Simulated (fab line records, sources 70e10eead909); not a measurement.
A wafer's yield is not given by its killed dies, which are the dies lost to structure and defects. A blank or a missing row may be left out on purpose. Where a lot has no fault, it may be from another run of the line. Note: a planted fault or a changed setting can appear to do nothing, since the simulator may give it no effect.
Chamber matching    flow nandHarc    NHARC_A_CONTACT_ETCH_48 on rieDiel-01 has 4 sister chambers
The step etches the open film in CF4, target depth 39 nm, time 65 s. 4 wafers are shown with their chamber, then 12 later ones without.

== WAFERS PAIRED WITH THEIR CHAMBERS ==
wafer   chamber  showerheadPlenumPTorr (Torr)
L084.5  3        1.74
L087.1  0        1.90
L087.2  2        1.73
L087.3  1        1.68

== WAFERS WITHOUT THEIR CHAMBER ==
wafer   showerheadPlenumPTorr (Torr)
L088.2  1.73
L088.4  1.74
L088.5  1.90
L089.3  1.74
L089.4  1.90
L089.6  1.74
L090.2  1.73
L090.4  1.90
L090.6  1.74
L097.1  1.90
L097.2  1.74
L097.5  1.67

== WHICH CHAMBER EACH WENT THROUGH ==
wafer   from the rows above  in truth
L088.2  2                    2
L088.4  3                    3
L088.5  0                    0
L089.3  3                    3
L089.4  0                    0
L089.6  3                    3
L090.2  2                    2
L090.4  0                    0
L090.6  3                    3
L097.1  0                    0
L097.2  3                    3
L097.5  1                    1
Correctly placed: 12 of 12. Not placeable from these rows: 0. 0 placed wrongly.
How it was worked out, from the rows above alone: a wafer's distance from a chamber is the root of the sum, over the readings, of the square of ((its reading less the chamber's mean) divided by the reading's scatter). If the next closest chamber is less than 2 further off than the closest, the wafer can't be placed; otherwise it belongs to the closest. For every chamber, the mean is computed from those of its wafers that are shown. The scatter (one wafer shown for each chamber): square how far every hidden wafer sits from the nearest shown wafer, average those squares and take the square root.
